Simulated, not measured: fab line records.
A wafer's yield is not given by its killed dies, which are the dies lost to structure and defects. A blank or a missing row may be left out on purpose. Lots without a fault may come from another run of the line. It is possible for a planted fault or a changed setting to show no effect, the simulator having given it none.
Which of the tools did it? || flow nandHarc || Sampling: 12 lots, 36 wafers, 5 of 1302 route steps

WHAT THE GAUGES READ, wafer by wafer
NHARC_END_SORT_01. Usual: killedAtArray 55, standard deviation 17; killedAtOther 1.1, standard deviation 1.6; killedAtPeriphery 3.8, standard deviation 2.5; killedDies 60, standard deviation 18; killedOpen 3.3, standard deviation 1.9; killedShort 2.5, standard deviation 1.7.
{"lot": "L938", "measured": "day 32 20:26", "on": "prober-01", "killedAtArray": "671 667 668", "killedAtOther": "5 2 4", "killedAtPeriphery": "1 8 5", "killedDies": "677 677 677", "killedOpen": "6 2 2", "killedShort": "4 2 0", "flag": "OFF"}
{"lot": "L939", "measured": "day 34 08:27", "on": "prober-01", "killedAtArray": "674 676 670", "killedAtOther": "0 0 1", "killedAtPeriphery": "3 1 6", "killedDies": "677 677 677", "killedOpen": "3 3 4", "killedShort": "2 3 3", "flag": "OFF"}

TOOL THAT RAN EACH LOT (tool first, then ch and the chambers of the sampled wafers, then the start)
{"lot": "L918", "NHARC_A_CHANNEL_HOLE_D1_ETCH_44": "rieDiel-02 ch 0,2,3, day 9 01:17", "NHARC_A_CHANNEL_FILL_D1_ALD_14": "aldHk-01 ch 2,3, day 9 11:10", "NHARC_A_CHANNEL_FILL_D1_ALD_15": "aldSinBatch-02 ch 0, day 10 19:01 or earlier", "NHARC_A_CHANNEL_FILL_D1_ALD_25": "aldHk-03 ch 0,1,3, day 10 19:01"}
{"lot": "L919", "NHARC_A_CHANNEL_HOLE_D1_ETCH_44": "rieDiel-11 ch 0,1,3, day 9 12:08", "NHARC_A_CHANNEL_FILL_D1_ALD_14": "aldHk-02 ch 0,1,3, day 9 20:20", "NHARC_A_CHANNEL_FILL_D1_ALD_15": "aldSinBatch-01 ch 0, day 11 03:28 or earlier", "NHARC_A_CHANNEL_FILL_D1_ALD_25": "aldHk-01 ch 0,1,2, day 11 03:28"}
{"lot": "L920", "NHARC_A_CHANNEL_HOLE_D1_ETCH_44": "rieDiel-11 ch 0,1,2, day 10 01:00", "NHARC_A_CHANNEL_FILL_D1_ALD_14": "aldHk-01 ch 2,3, day 10 09:13", "NHARC_A_CHANNEL_FILL_D1_ALD_15": "aldSinBatch-02 ch 0, day 11 14:50 or earlier", "NHARC_A_CHANNEL_FILL_D1_ALD_25": "aldHk-02 ch 0,2, day 11 14:50"}
{"lot": "L921", "NHARC_A_CHANNEL_HOLE_D1_ETCH_44": "rieDiel-11 ch 0,2,3, day 10 14:15", "NHARC_A_CHANNEL_FILL_D1_ALD_14": "aldHk-02 ch 0,1,2, day 10 22:27", "NHARC_A_CHANNEL_FILL_D1_ALD_15": "aldSinBatch-01 ch 0, day 12 04:26 or earlier", "NHARC_A_CHANNEL_FILL_D1_ALD_25": "aldHk-02 ch 0,2,3, day 12 04:26"}
{"lot": "L922", "NHARC_A_CHANNEL_HOLE_D1_ETCH_44": "rieDiel-13 ch 0,1,3, day 10 14:35", "NHARC_A_CHANNEL_FILL_D1_ALD_14": "aldHk-03 ch 1,2,3, day 10 22:29", "NHARC_A_CHANNEL_FILL_D1_ALD_15": "aldSinBatch-01 ch 0, day 12 03:14 or earlier", "NHARC_A_CHANNEL_FILL_D1_ALD_25": "aldHk-01 ch 1,2,3, day 12 03:14"}
{"lot": "L923", "NHARC_A_CHANNEL_HOLE_D1_ETCH_44": "rieDiel-13 ch 0,3, day 11 11:28", "NHARC_A_CHANNEL_FILL_D1_ALD_14": "aldHk-01 ch 1,2, day 11 19:41", "NHARC_A_CHANNEL_FILL_D1_ALD_15": "aldSinBatch-03 ch 0, day 13 08:55 or earlier", "NHARC_A_CHANNEL_FILL_D1_ALD_25": "aldHk-02 ch 0,1, day 13 08:55"}
{"lot": "L925", "NHARC_A_CHANNEL_HOLE_D1_ETCH_44": "rieDiel-13 ch 1,2,3, day 12 00:04", "NHARC_A_CHANNEL_FILL_D1_ALD_14": "aldHk-03 ch 0,3, day 12 08:39", "NHARC_A_CHANNEL_FILL_D1_ALD_15": "aldSinBatch-03 ch 0, day 13 15:37 or earlier", "NHARC_A_CHANNEL_FILL_D1_ALD_25": "aldHk-02 ch 0,1,3, day 13 15:37"}
{"lot": "L927", "NHARC_A_CHANNEL_HOLE_D1_ETCH_44": "rieDiel-02 ch 1,2,3, day 13 07:38", "NHARC_A_CHANNEL_FILL_D1_ALD_14": "aldHk-03 ch 2,3, day 13 16:25", "NHARC_A_CHANNEL_FILL_D1_ALD_15": "aldSinBatch-03 ch 0, day 14 22:59 or earlier", "NHARC_A_CHANNEL_FILL_D1_ALD_25": "aldHk-03 ch 0,2,3, day 14 22:59"}
{"lot": "L931", "NHARC_A_CHANNEL_HOLE_D1_ETCH_44": "rieDiel-13 ch 0,1,3, day 14 22:19", "NHARC_A_CHANNEL_FILL_D1_ALD_14": "aldHk-02 ch 0,1,2, day 15 05:31", "NHARC_A_CHANNEL_FILL_D1_ALD_15": "aldSinBatch-01 ch 0, day 16 14:46 or earlier", "NHARC_A_CHANNEL_FILL_D1_ALD_25": "aldHk-01 ch 0,1,2, day 16 14:46"}
{"lot": "L938", "NHARC_A_CHANNEL_HOLE_D1_ETCH_44": "rieDiel-11 ch 0,2,3, day 17 15:43", "NHARC_A_CHANNEL_FILL_D1_ALD_14": "aldHk-02 ch 0,2,3, day 17 23:54", "NHARC_A_CHANNEL_FILL_D1_ALD_15": "aldSinBatch-01 ch 0, day 19 02:30 or earlier", "NHARC_A_CHANNEL_FILL_D1_ALD_25": "aldHk-03 ch 0,1,2, day 19 02:30"}
{"lot": "L939", "NHARC_A_CHANNEL_HOLE_D1_ETCH_44": "rieDiel-13 ch 1,3, day 17 20:11", "NHARC_A_CHANNEL_FILL_D1_ALD_14": "aldHk-01 ch 2,3, day 18 04:23", "NHARC_A_CHANNEL_FILL_D1_ALD_15": "aldSinBatch-03 ch 0, day 19 09:19 or earlier", "NHARC_A_CHANNEL_FILL_D1_ALD_25": "aldHk-03 ch 0,2, day 19 09:19"}
{"lot": "L940", "NHARC_A_CHANNEL_HOLE_D1_ETCH_44": "rieDiel-13 ch 0,2,3, day 18 15:16", "NHARC_A_CHANNEL_FILL_D1_ALD_14": "aldHk-01 ch 2,3, day 18 23:29", "NHARC_A_CHANNEL_FILL_D1_ALD_15": "aldSinBatch-01 ch 0, day 20 05:50 or earlier", "NHARC_A_CHANNEL_FILL_D1_ALD_25": "aldHk-01 ch 0,1,2, day 20 05:50"}
- NHARC_A_CHANNEL_HOLE_D1_ETCH_44: etches the open film in CF4/O2, target depth 140 nm, overetch 14 nm, time 77 s.
- NHARC_A_CHANNEL_FILL_D1_ALD_14: deposits SiO2, target thk 2.5 nm, pulse time 10 s, ald cycles 25.
- NHARC_A_CHANNEL_FILL_D1_ALD_15: deposits SiNx, target thk 2 nm, pulse time 60 s, ald cycles 19.
- NHARC_A_CHANNEL_FILL_D1_ALD_25: deposits SiOx, target thk 60 nm, pulse time 10 s, ald cycles 600.

AS READ BY THE TOOLS THEMSELVES (means over the sampled wafers that have a number; for cases with no such wafer, the mark the record gives instead)
NHARC_A_CHANNEL_HOLE_D1_ETCH_44. Usual: drypumpMotorCurrentA 5.8 A, standard deviation 0.47; oes_ar_750_au 1.000 a.u., standard deviation 0.0044; oesProductAu 1.001 a.u., standard deviation 0.0085; rfVppV 197.6 V, standard deviation 1.5; showerheadPlenumPTorr 1.33 Torr, standard deviation 0.061; throttleValvePct 13.399 %, standard deviation 0.0091.
{"lot": "L918", "tool": "rieDiel-02", "drypumpMotorCurrentA (A)": 5.7, "oes_ar_750_au (a.u.)": 1.000, "oesProductAu (a.u.)": 0.995, "rfVppV (V)": 196.8, "showerheadPlenumPTorr (Torr)": 1.32, "throttleValvePct (%)": 13.403, "flag": ""}
{"lot": "L919", "tool": "rieDiel-11", "drypumpMotorCurrentA (A)": 6.2, "oes_ar_750_au (a.u.)": 0.995, "oesProductAu (a.u.)": 0.995, "rfVppV (V)": 196.5, "showerheadPlenumPTorr (Torr)": 1.32, "throttleValvePct (%)": 13.396, "flag": ""}
{"lot": "L920", "tool": "rieDiel-11", "drypumpMotorCurrentA (A)": 6.3, "oes_ar_750_au (a.u.)": 1.001, "oesProductAu (a.u.)": 0.993, "rfVppV (V)": 196.2, "showerheadPlenumPTorr (Torr)": 1.30, "throttleValvePct (%)": 13.398, "flag": ""}
{"lot": "L921", "tool": "rieDiel-11", "drypumpMotorCurrentA (A)": 6.3, "oes_ar_750_au (a.u.)": 1.004, "oesProductAu (a.u.)": 0.991, "rfVppV (V)": 196.7, "showerheadPlenumPTorr (Torr)": 1.32, "throttleValvePct (%)": 13.401, "flag": ""}
{"lot": "L922", "tool": "rieDiel-13", "drypumpMotorCurrentA (A)": 5.8, "oes_ar_750_au (a.u.)": 1.000, "oesProductAu (a.u.)": 1.003, "rfVppV (V)": 197.2, "showerheadPlenumPTorr (Torr)": 1.32, "throttleValvePct (%)": 13.387, "flag": ""}
{"lot": "L923", "tool": "rieDiel-13", "drypumpMotorCurrentA (A)": 5.6, "oes_ar_750_au (a.u.)": 1.001, "oesProductAu (a.u.)": 0.997, "rfVppV (V)": 197.8, "showerheadPlenumPTorr (Torr)": 1.35, "throttleValvePct (%)": 13.405, "flag": ""}
{"lot": "L925", "tool": "rieDiel-13", "drypumpMotorCurrentA (A)": 6.2, "oes_ar_750_au (a.u.)": 0.999, "oesProductAu (a.u.)": 1.003, "rfVppV (V)": 197.6, "showerheadPlenumPTorr (Torr)": 1.29, "throttleValvePct (%)": 13.399, "flag": ""}
{"lot": "L927", "tool": "rieDiel-02", "drypumpMotorCurrentA (A)": 5.5, "oes_ar_750_au (a.u.)": 0.999, "oesProductAu (a.u.)": 1.003, "rfVppV (V)": 198.3, "showerheadPlenumPTorr (Torr)": 1.36, "throttleValvePct (%)": 13.397, "flag": ""}
{"lot": "L931", "tool": "rieDiel-13", "drypumpMotorCurrentA (A)": 5.9, "oes_ar_750_au (a.u.)": 1.000, "oesProductAu (a.u.)": 1.005, "rfVppV (V)": 197.8, "showerheadPlenumPTorr (Torr)": 1.32, "throttleValvePct (%)": 13.396, "flag": ""}
{"lot": "L938", "tool": "rieDiel-11", "drypumpMotorCurrentA (A)": 6.3, "oes_ar_750_au (a.u.)": 1.002, "oesProductAu (a.u.)": 1.000, "rfVppV (V)": 196.4, "showerheadPlenumPTorr (Torr)": 1.30, "throttleValvePct (%)": 13.402, "flag": ""}
{"lot": "L939", "tool": "rieDiel-13", "drypumpMotorCurrentA (A)": 6.1, "oes_ar_750_au (a.u.)": 1.000, "oesProductAu (a.u.)": 1.010, "rfVppV (V)": 197.3, "showerheadPlenumPTorr (Torr)": 1.32, "throttleValvePct (%)": 13.395, "flag": ""}
{"lot": "L940", "tool": "rieDiel-13", "drypumpMotorCurrentA (A)": 5.6, "oes_ar_750_au (a.u.)": 0.998, "oesProductAu (a.u.)": 1.009, "rfVppV (V)": 198.6, "showerheadPlenumPTorr (Torr)": 1.37, "throttleValvePct (%)": 13.397, "flag": ""}

NHARC_A_CHANNEL_FILL_D1_ALD_14. Usual: heaterPowerOuterW 266 W, standard deviation 32; heaterPowerW 467 W, standard deviation 52; precursorPulseHeightRel 0.999, standard deviation 0.021.
{"lot": "L918", "tool": "aldHk-01", "heaterPowerOuterW (W)": 273, "heaterPowerW (W)": 502, "precursorPulseHeightRel": 1.014, "flag": ""}
{"lot": "L919", "tool": "aldHk-02", "heaterPowerOuterW (W)": 274, "heaterPowerW (W)": 467, "precursorPulseHeightRel": 1.003, "flag": ""}
{"lot": "L920", "tool": "aldHk-01", "heaterPowerOuterW (W)": 274, "heaterPowerW (W)": 499, "precursorPulseHeightRel": 0.996, "flag": ""}
{"lot": "L921", "tool": "aldHk-02", "heaterPowerOuterW (W)": 272, "heaterPowerW (W)": 477, "precursorPulseHeightRel": 1.018, "flag": ""}
{"lot": "L922", "tool": "aldHk-03", "heaterPowerOuterW (W)": 276, "heaterPowerW (W)": 486, "precursorPulseHeightRel": 1.006, "flag": ""}
{"lot": "L923", "tool": "aldHk-01", "heaterPowerOuterW (W)": 276, "heaterPowerW (W)": 497, "precursorPulseHeightRel": 1.003, "flag": ""}
{"lot": "L925", "tool": "aldHk-03", "heaterPowerOuterW (W)": 242, "heaterPowerW (W)": 419, "precursorPulseHeightRel": 0.997, "flag": ""}
{"lot": "L927", "tool": "aldHk-03", "heaterPowerOuterW (W)": 282, "heaterPowerW (W)": 506, "precursorPulseHeightRel": 1.011, "flag": ""}
{"lot": "L931", "tool": "aldHk-02", "heaterPowerOuterW (W)": 277, "heaterPowerW (W)": 477, "precursorPulseHeightRel": 0.985, "flag": ""}
{"lot": "L938", "tool": "aldHk-02", "heaterPowerOuterW (W)": 261, "heaterPowerW (W)": 440, "precursorPulseHeightRel": 0.996, "flag": ""}
{"lot": "L939", "tool": "aldHk-01", "heaterPowerOuterW (W)": 292, "heaterPowerW (W)": 525, "precursorPulseHeightRel": 0.976, "flag": ""}
{"lot": "L940", "tool": "aldHk-01", "heaterPowerOuterW (W)": 292, "heaterPowerW (W)": 526, "precursorPulseHeightRel": 0.990, "flag": ""}

NHARC_A_CHANNEL_FILL_D1_ALD_15. Usual: chamberPressureTorr 2.000 Torr, standard deviation 0.0043; precursorPulseHeightRel 1.000, standard deviation 0.02.
{"lot": "L918", "tool": "aldSinBatch-02", "chamberPressureTorr (Torr)": 1.996, "precursorPulseHeightRel": 0.976, "flag": ""}
{"lot": "L919", "tool": "aldSinBatch-01", "chamberPressureTorr (Torr)": 2.000, "precursorPulseHeightRel": 0.985, "flag": ""}
{"lot": "L920", "tool": "aldSinBatch-02", "chamberPressureTorr (Torr)": 1.998, "precursorPulseHeightRel": 1.010, "flag": ""}
{"lot": "L921", "tool": "aldSinBatch-01", "chamberPressureTorr (Torr)": 1.997, "precursorPulseHeightRel": 1.008, "flag": ""}
{"lot": "L922", "tool": "aldSinBatch-01", "chamberPressureTorr (Torr)": 2.002, "precursorPulseHeightRel": 0.998, "flag": ""}
{"lot": "L923", "tool": "aldSinBatch-03", "chamberPressureTorr (Torr)": 1.998, "precursorPulseHeightRel": 1.010, "flag": ""}
{"lot": "L925", "tool": "aldSinBatch-03", "chamberPressureTorr (Torr)": 2.004, "precursorPulseHeightRel": 0.986, "flag": ""}
{"lot": "L927", "tool": "aldSinBatch-03", "chamberPressureTorr (Torr)": 2.003, "precursorPulseHeightRel": 1.005, "flag": ""}
{"lot": "L931", "tool": "aldSinBatch-01", "chamberPressureTorr (Torr)": 2.003, "precursorPulseHeightRel": 0.997, "flag": ""}
{"lot": "L938", "tool": "aldSinBatch-01", "chamberPressureTorr (Torr)": 2.000, "precursorPulseHeightRel": 1.005, "flag": ""}
{"lot": "L939", "tool": "aldSinBatch-03", "chamberPressureTorr (Torr)": 2.000, "precursorPulseHeightRel": 1.002, "flag": ""}
{"lot": "L940", "tool": "aldSinBatch-01", "chamberPressureTorr (Torr)": 2.003, "precursorPulseHeightRel": 0.991, "flag": ""}

NHARC_A_CHANNEL_FILL_D1_ALD_25. Usual: heaterPowerOuterW 266 W, standard deviation 29; heaterPowerW 467 W, standard deviation 50; precursorPulseHeightRel 1.001, standard deviation 0.021.
{"lot": "L918", "tool": "aldHk-03", "heaterPowerOuterW (W)": 267, "heaterPowerW (W)": 462, "precursorPulseHeightRel": 1.014, "flag": ""}
{"lot": "L919", "tool": "aldHk-01", "heaterPowerOuterW (W)": 251, "heaterPowerW (W)": 460, "precursorPulseHeightRel": 1.001, "flag": ""}
{"lot": "L920", "tool": "aldHk-02", "heaterPowerOuterW (W)": 264, "heaterPowerW (W)": 464, "precursorPulseHeightRel": 0.985, "flag": ""}
{"lot": "L921", "tool": "aldHk-02", "heaterPowerOuterW (W)": 269, "heaterPowerW (W)": 456, "precursorPulseHeightRel": 0.999, "flag": ""}
{"lot": "L922", "tool": "aldHk-01", "heaterPowerOuterW (W)": 252, "heaterPowerW (W)": 453, "precursorPulseHeightRel": 0.979, "flag": ""}
{"lot": "L923", "tool": "aldHk-02", "heaterPowerOuterW (W)": 280, "heaterPowerW (W)": 479, "precursorPulseHeightRel": 1.002, "flag": ""}
{"lot": "L925", "tool": "aldHk-02", "heaterPowerOuterW (W)": 275, "heaterPowerW (W)": 468, "precursorPulseHeightRel": 1.006, "flag": ""}
{"lot": "L927", "tool": "aldHk-03", "heaterPowerOuterW (W)": 274, "heaterPowerW (W)": 481, "precursorPulseHeightRel": 1.019, "flag": ""}
{"lot": "L931", "tool": "aldHk-01", "heaterPowerOuterW (W)": 252, "heaterPowerW (W)": 466, "precursorPulseHeightRel": 0.995, "flag": ""}
{"lot": "L938", "tool": "aldHk-03", "heaterPowerOuterW (W)": "-", "heaterPowerW (W)": "-", "precursorPulseHeightRel": "-", "flag": "OFF"}
{"lot": "L939", "tool": "aldHk-03", "heaterPowerOuterW (W)": "-", "heaterPowerW (W)": "-", "precursorPulseHeightRel": "-", "flag": "OFF"}
{"lot": "L940", "tool": "aldHk-01", "heaterPowerOuterW (W)": 252, "heaterPowerW (W)": 472, "precursorPulseHeightRel": 0.992, "flag": ""}

THE ANSWER, worked out from the rows above alone
Rule: lot off if the mean of its wafers having a number is beyond 3 standard deviations from the usual mean. A lot without any number at a reading at which 4 lots or more have one is off too. Any other lot the step has rows for is counted as sound. After the gauges, taken in route order, come the tools' own readings; for these a lot's mean is taken, as printed above. At the first step where some lot is off, the reading lying furthest off is the one used; lots without a number count as furthest.
Off at NHARC_END_SORT_01 (killedAtArray): L938, L939. Neither off nor sound, because the step has no rows for them: L918, L919, L920, L921, L922, L923, L925, L927, L931, L940.
If a tool, at a process step before that reading, ran all the lots that are off and no sound lot after the first of them, it fits. The gauges at NHARC_END_SORT_01 aren't tried: what is off there is off at NHARC_A_CHANNEL_FILL_D1_ALD_25 too, on other tools, and a gauge's error can't cause that. NHARC_A_CHANNEL_FILL_D1_ALD_15 gives no start for some lots, so the hours and the order of its lots are those of NHARC_A_CHANNEL_FILL_D1_ALD_25. One candidate fits, namely aldHk-03 at NHARC_A_CHANNEL_FILL_D1_ALD_25. It ran no sound lot before its first lot that is off in this sample, so the start can't be narrowed down.

WHAT THE SIMULATOR HAD INSERTED
At NHARC_A_CHANNEL_FILL_D1_ALD_25, the step was skipped entirely on aldHk-03 from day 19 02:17 on. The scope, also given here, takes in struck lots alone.
Struck lots among those shown: L938, L939. The rule above reached the same finding.
